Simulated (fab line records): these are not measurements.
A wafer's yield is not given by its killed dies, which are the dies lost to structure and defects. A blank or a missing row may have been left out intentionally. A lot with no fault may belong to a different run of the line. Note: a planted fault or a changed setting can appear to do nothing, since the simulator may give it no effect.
fab line records ; flow nand-harc
[record] lots = 13; wafers = 36; last-day = 34
route steps=1302 shown A_CONTACT@1093 A_BLC@1115
lots with no fault: from the same line, run without faults
start-h: the number of hours between the record's first day and the start of the first shown wafer of the lot ; wait-h: hours from the lot's prior step to this one ; " same as the row above ; L1.1+2: a single row standing in for several wafers ; - no value, or no start given ; * or withheld: withheld ; < > ~ a bound
route shown NAME@n: names a module that has steps shown in the file, with the first one's number in the route ; usual: mean/standard deviation of fault-free wafers ; same: alike in all rows ; chamber/n: place in a boat ; sites: each site's reading ; _std_site: the values' standard deviation ; _edge_site: the outer-site mean with the inner-site mean subtracted ; radius-mm: how far each site lies from the wafer's centre ; mask NAME#n: copy n ; behind: the tool/chamber that last shaped the wafer ; hold: reason for holding the lot/hours on hold/outcome of the hold ; device: which transistor (n, p or np) failed to switch ; end of line: the tests these same wafers got at the end of their route ; for a step that has no rows: nothing shown but its recipe ; killed: the dies lost at the first sort to structure and to defects; this is not the yield of the wafer ; map: shows each die of a wafer: x if killed, . if not, _ if none is there
set.NAME: the setting as run; set.NAME@STEP: as run at that earlier step ; model.NAME: the simulator's own value behind a step, which no gauge read
a sample of lots followed through the steps of the route, with each step as a table and each wafer as a row
services: a tool's chamber out of use, with start hour (start-h, from the record's first day; less than 0 if before it), hours out, and reason
[[steps]]
[step NHARC_A_CONTACT_ETCH_98]
[recipe] target-depth-a = 200; over-etch-frac = 0.5; time-s = 10; ion-energy-ev = 250; c4f6-flow-sccm = 25; o2-flow-sccm = 20; ar-flow-sccm = 500; rf-w = 600; bias-w = 500; chemistry = C4F6/O2
[usual] drypump-motor-current-A = 5.5/0.46; oes-product-au = 0.952/0.021; rf-vpp-V = 548.0/2.7; showerhead-plenum-p-Torr = 3.98/0.14; throttle-valve-pct = 26.902/0.0093
lot.wafer;tool;chamber;start-h;wait-h;drypump-motor-current-A;oes-product-au;rf-hours-counter-h;rf-vpp-V;showerhead-plenum-p-Torr;throttle-valve-pct
L692.3;rie-diel-04;3;-;-;5.2;0.987;57;541.7;3.67;26.894
L692.5;rie-diel-04;0;-;-;5.5;0.962;-;552.1;4.20;26.881
L692.6;rie-diel-04;1;-;-;6.0;0.948;-;552.6;4.16;26.929
L693.3;rie-diel-07;0;545.25;0.1;4.7;0.941;9;546.0;3.92;26.897
L693.6;rie-diel-07;3;545.25;0.1;6.0;0.961;-;549.3;4.03;26.905
L693.5;rie-diel-07;1;545.25;0.1;5.8;0.943;-;549.1;4.15;26.910
L694.2;rie-diel-07;1;554.07;0.1;5.8;0.950;16;551.9;4.15;26.899
L694.3;rie-diel-07;2;554.07;0.1;5.5;0.943;9;546.4;3.90;26.905
L694.5;rie-diel-07;0;554.07;0.1;4.8;0.948;-;547.2;3.92;26.890
L697.3;rie-diel-07;3;-;-;6.0;0.963;19;549.2;4.03;26.917
L697.1;rie-diel-07;0;-;-;4.7;0.964;15;547.3;3.92;26.910
L697.5;rie-diel-07;3;-;-;6.0;0.976;-;549.3;4.03;26.913
L699.3;rie-diel-11;0;-;-;5.5;0.959;49;541.3;3.66;26.904
L699.1;rie-diel-11;1;-;-;6.2;0.966;54;544.5;3.78;26.899
L699.5;rie-diel-11;0;-;-;5.5;0.946;-;541.6;3.66;26.895
L700.2;rie-diel-07;0;621.44;0.3;4.7;0.960;-;547.9;3.91;26.904
L700.5;rie-diel-07;0;621.44;0.3;4.7;0.971;-;546.3;3.91;26.912
L700.6;rie-diel-07;0;621.44;0.3;4.7;0.973;-;545.4;3.91;26.900
L702.4;rie-diel-07;2;-;-;5.5;0.958;24;546.2;3.89;26.889
L702.5;rie-diel-07;0;-;-;4.7;0.942;-;545.9;3.91;26.906
L704.4;rie-diel-04;0;-;-;5.5;0.945;40;550.4;4.17;26.898
L704.5;rie-diel-04;0;-;-;5.5;0.942;-;552.2;4.17;26.907
L705.4;rie-diel-07;3;-;-;6.0;0.945;1;547.3;4.01;26.903
L705.6;rie-diel-07;1;-;-;5.7;0.950;-;551.8;4.14;26.895
L711.3;rie-diel-11;2;-;-;5.7;0.952;30;542.8;3.72;26.896
L711.1;rie-diel-11;1;-;-;6.2;0.981;35;542.6;3.76;26.893
L711.5;rie-diel-11;2;-;-;5.7;0.950;-;543.1;3.72;26.903
L712.1;rie-diel-07;3;-;-;6.0;0.913;9;549.0;4.01;26.897
L712.2;rie-diel-07;0;-;-;4.8;0.926;9;546.5;3.91;26.908
L712.3;rie-diel-07;1;-;-;5.8;0.937;9;551.8;4.14;26.871
L713.1;rie-diel-07;2;-;-;5.5;0.968;11;545.4;3.88;26.907
L713.4;rie-diel-07;0;-;-;4.7;0.943;10;546.9;3.90;26.911
L713.3;rie-diel-07;1;-;-;5.7;0.966;11;552.5;4.14;26.910
L714.2;rie-diel-07;3;-;-;6.0;0.924;17;550.0;4.01;26.892
L714.6;rie-diel-07;3;-;-;5.9;0.927;-;548.4;4.01;26.891
L714.5;rie-diel-07;0;-;-;4.7;0.944;-;547.4;3.90;26.902
[step NHARC_A_CONTACT_INSPECT_23]
[usual] raw-defect-count = 525/120
lot.wafer;tool;chamber;start-h;wait-h;raw-defect-count
L692.3;defect-inspect-01;-;525.44;0.1;614
L692.5;defect-inspect-01;-;525.44;0.1;670
L692.6;defect-inspect-01;-;525.44;0.1;559
L693.3;defect-inspect-02;-;547.77;0.1;511
L693.5;defect-inspect-02;-;547.77;0.1;569
L693.6;defect-inspect-02;-;547.77;0.1;589
L694.2;defect-inspect-02;-;556.70;0.1;490
L694.3;defect-inspect-02;-;556.70;0.1;535
L694.5;defect-inspect-02;-;556.70;0.1;565
L697.1;defect-inspect-01;-;577.60;0.1;359
L697.3;defect-inspect-01;-;577.60;0.1;538
L697.5;defect-inspect-01;-;577.60;0.1;485
L699.1;defect-inspect-01;-;605.46;0.1;705
L699.3;defect-inspect-01;-;605.46;0.1;476
L699.5;defect-inspect-01;-;605.46;0.1;446
L700.2;defect-inspect-02;-;624.37;0.1;570
L700.5;defect-inspect-02;-;624.37;0.1;349
L700.6;defect-inspect-02;-;624.37;0.1;509
L702.4;defect-inspect-02;-;641.74;0.1;425
L702.5;defect-inspect-02;-;641.74;0.1;422
L704.4;defect-inspect-01;-;654.26;0.1;474
L704.5;defect-inspect-01;-;654.26;0.1;554
L705.4;defect-inspect-01;-;672.13;0.1;533
L705.6;defect-inspect-01;-;672.13;0.1;497
L711.1;defect-inspect-01;-;716.21;0.1;418
L711.3;defect-inspect-01;-;716.21;0.1;362
L711.5;defect-inspect-01;-;716.21;0.1;378
L712.1;defect-inspect-01;-;718.22;0.1;497
L712.2;defect-inspect-01;-;718.22;0.1;501
L712.3;defect-inspect-01;-;718.22;0.1;448
L713.1;defect-inspect-01;-;732.13;0.1;465
L713.3;defect-inspect-01;-;732.13;0.1;536
L713.4;defect-inspect-01;-;732.13;0.1;402
L714.2;defect-inspect-02;-;764.90;0.1;489
L714.5;defect-inspect-02;-;764.90;0.1;659
L714.6;defect-inspect-02;-;764.90;0.1;432
[step NHARC_A_BLC_PEB_08]
[recipe] peb-temp-c = 100; peb-time-s = 65
lot.wafer;tool;chamber;start-h;wait-h
L692.3+5+6;litho-track-06;0;525.74;0.0
L693.3+5+6;litho-track-06;0;548.07;0.0
L694.2+3+5;litho-track-06;0;557.12;0.1
L697.1+3+5;litho-track-06;0;578.03;0.1
L699.1+3+5;litho-track-04;0;605.76;0.1
L700.2+5+6;litho-track-04;0;624.80;0.1
L702.4+5;litho-track-06;0;642.05;0.0
L704.4+5;litho-track-06;0;654.57;0.0
L705.4+6;litho-track-06;0;672.56;0.0
L711.1+3+5;litho-track-04;0;716.64;0.1
L712.1+2+3;litho-track-01;0;718.52;0.1
L713.1+3+4;litho-track-06;0;732.56;0.1
L714.2+5+6;litho-track-01;0;765.22;0.1
[step NHARC_A_BLC_CD_MEAS_10]
[recipe] target-cd-nm = 100; landing-energy-ev = 500
[usual] cd-nm = 100.2/0.71
lot.wafer;tool;chamber;start-h;wait-h;cd-nm
L692.3;cd-sem-01;0;525.82;-;98.9
L692.5;cd-sem-01;0;525.82;-;99.7
L692.6;cd-sem-01;0;525.82;-;101.3
L693.3;cd-sem-03;0;548.16;-;98.0
L693.5;cd-sem-03;0;548.16;-;98.9
L693.6;cd-sem-03;0;548.16;-;99.9
L694.2;cd-sem-01;0;557.21;-;100.9
L694.3;cd-sem-01;0;557.21;-;99.9
L694.5;cd-sem-01;0;557.21;-;100.4
L697.1;cd-sem-01;0;578.11;-;100.6
L697.3;cd-sem-01;0;578.11;-;99.4
L697.5;cd-sem-01;0;578.11;-;99.5
L699.1;cd-sem-02;0;605.84;-;100.1
L699.3;cd-sem-02;0;605.84;-;100.0
L699.5;cd-sem-02;0;605.84;-;99.1
L700.2;cd-sem-03;0;624.88;-;100.2
L700.5;cd-sem-03;0;624.88;-;101.9
L700.6;cd-sem-03;0;624.88;-;99.9
L702.4;cd-sem-01;0;642.14;-;107.0
L702.5;cd-sem-01;0;642.14;-;107.5
L704.4;cd-sem-02;0;654.65;-;106.5
L704.5;cd-sem-02;0;654.65;-;106.1
L705.4;cd-sem-03;0;672.64;-;105.0
L705.6;cd-sem-03;0;672.64;-;100.3
L711.1;cd-sem-03;0;716.72;-;100.0
L711.3;cd-sem-03;0;716.72;-;98.8
L711.5;cd-sem-03;0;716.72;-;99.5
L712.1;cd-sem-03;0;718.60;-;99.6
L712.2;cd-sem-03;0;718.60;-;100.5
L712.3;cd-sem-03;0;718.60;-;98.8
L713.1;cd-sem-02;0;732.64;-;99.3
L713.3;cd-sem-02;0;732.64;-;99.9
L713.4;cd-sem-02;0;732.64;-;98.9
L714.2;cd-sem-03;0;765.30;-;100.3
L714.5;cd-sem-03;0;765.30;-;99.4
L714.6;cd-sem-03;0;765.30;-;100.6
[step NHARC_A_BLC_ETCH_18]
[recipe] target-depth-a = 9100; c4f8-flow-sccm = 20; o2-flow-sccm = 10; ar-flow-sccm = withheld; rf-w = 600; bias-w = 1500; chemistry = C4F8/O2/Ar
[usual] oes-product-au = 0.952/0.025; rf-vpp-V = 976/4.6
lot.wafer;tool;chamber;start-h;wait-h;oes-product-au;rf-hours-counter-h;rf-vpp-V
L692.3;rie-diel-12;1;-;-;0.955;6;985
L692.6;rie-diel-12;0;-;-;0.947;-;974
L692.5;rie-diel-12;2;-;-;0.962;-;979
L693.3;rie-diel-02;3;-;-;0.942;8;977
L693.5;rie-diel-02;3;-;-;0.935;-;977
L693.6;rie-diel-02;0;-;-;0.926;-;974
L694.2;rie-diel-12;3;-;-;0.929;8;976
L694.3;rie-diel-12;0;-;-;0.911;11;973
L694.5;rie-diel-12;3;-;-;0.929;-;976
L697.1;rie-diel-12;2;-;-;0.919;12;979
L697.3;rie-diel-12;0;-;-;0.920;12;974
L697.5;rie-diel-12;3;-;-;0.928;-;976
L699.1;rie-diel-02;3;-;-;0.930;3;979
L699.3;rie-diel-02;1;-;-;0.927;3;969
L699.5;rie-diel-02;2;-;-;0.934;-;975
L700.2;rie-diel-02;2;-;-;0.992;4;976
L700.5;rie-diel-02;0;-;-;0.952;-;972
L700.6;rie-diel-02;1;-;-;0.964;-;969
L702.4;rie-diel-12;2;-;-;0.963;2;978
L702.5;rie-diel-12;1;-;-;0.942;-;985
L704.4;rie-diel-02;1;-;-;0.989;6;970
L704.5;rie-diel-02;1;-;-;0.982;-;969
L705.4;rie-diel-12;1;-;-;0.940;5;986
L705.6;rie-diel-12;3;-;-;0.979;-;975
L711.3;rie-diel-02;0;-;-;0.927;11;972
L711.1;rie-diel-02;1;-;-;0.937;10;970
L711.5;rie-diel-02;2;-;-;0.944;-;976
L712.2;rie-diel-02;0;-;-;0.922;11;972
L712.3;rie-diel-02;2;-;-;0.940;12;976
L712.1;rie-diel-02;3;-;-;0.947;11;978
L713.3;rie-diel-03;1;-;-;0.924;21;974
L713.1;rie-diel-03;3;-;-;0.911;21;980
L713.4;rie-diel-03;0;-;-;0.932;23;985
L714.2;rie-diel-02;1;-;-;0.991;1;971
L714.6;rie-diel-02;2;-;-;1.006;-;976
L714.5;rie-diel-02;3;-;-;0.979;-;977
[[services]]
tool;chamber;start-h;hours;kind
rie-diel-07;2;507.03;8.5;repair
rie-diel-12;3;512.50;22.2;repair
rie-diel-12;1;523.18;2.4;repair
rie-diel-07;0;527.07;10.1;repair
litho-track-06;-;529.00;7.0;pm
rie-diel-07;2;538.85;13.1;repair
litho-track-04;-;553.00;7.0;pm
rie-diel-07;3;553.47;4.7;repair
rie-diel-02;-;570.70;9.0;pm
rie-diel-07;1;580.12;5.6;repair
rie-diel-07;1;589.30;32.4;repair
rie-diel-02;3;615.59;4.1;repair
rie-diel-07;3;620.84;6.6;repair
rie-diel-12;-;622.84;9.0;pm
rie-diel-07;-;649.49;9.0;pm
rie-diel-02;3;658.87;9.4;repair
rie-diel-12;0;662.94;9.8;repair
rie-diel-02;2;677.35;3.0;repair
rie-diel-02;3;696.97;4.2;repair
litho-track-06;-;704.00;7.0;pm
litho-track-04;-;728.00;7.0;pm
rie-diel-12;3;744.42;9.9;repair
rie-diel-02;-;747.70;9.0;pm
rie-diel-12;-;748.73;0.1;repair
[[key]]
[first-sign] step = NHARC_A_BLC_CD_MEAS_10; reading = cd-nm; direction = up; sigmas = 8.8; usual = 100.2; struck = 106.4
effect none on later readings
met-at NHARC_A_BLC_PEB_08
struck-lots L702,L704,L705
struck-wafers L702.4,L702.5,L704.4,L704.5,L705.4
tester-left-out L702,L704,L705
not-acting-at NHARC_A_CONTACT_ETCH_98,NHARC_A_CONTACT_INSPECT_23,NHARC_A_BLC_ETCH_18
onset-between 578.03 642.05
[fault] kind = process-parameter-drift; tool = litho-track-06; chamber = -; onset-h = 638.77; steps = NHARC_A_BLC_PEB_08; channel = peb-time-s; offset = *; shape = step; end-h = 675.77; scope = struck-wafers-only; acts-in = *; stated = *
// tester-left-out: of these lots the tester's yield and bins aren't shown, on N5 and GAA mostly nor the transistor test; their killed dies are dies lost to structure and defects alone, not to doping, threshold or leakage, so they don't give the yield
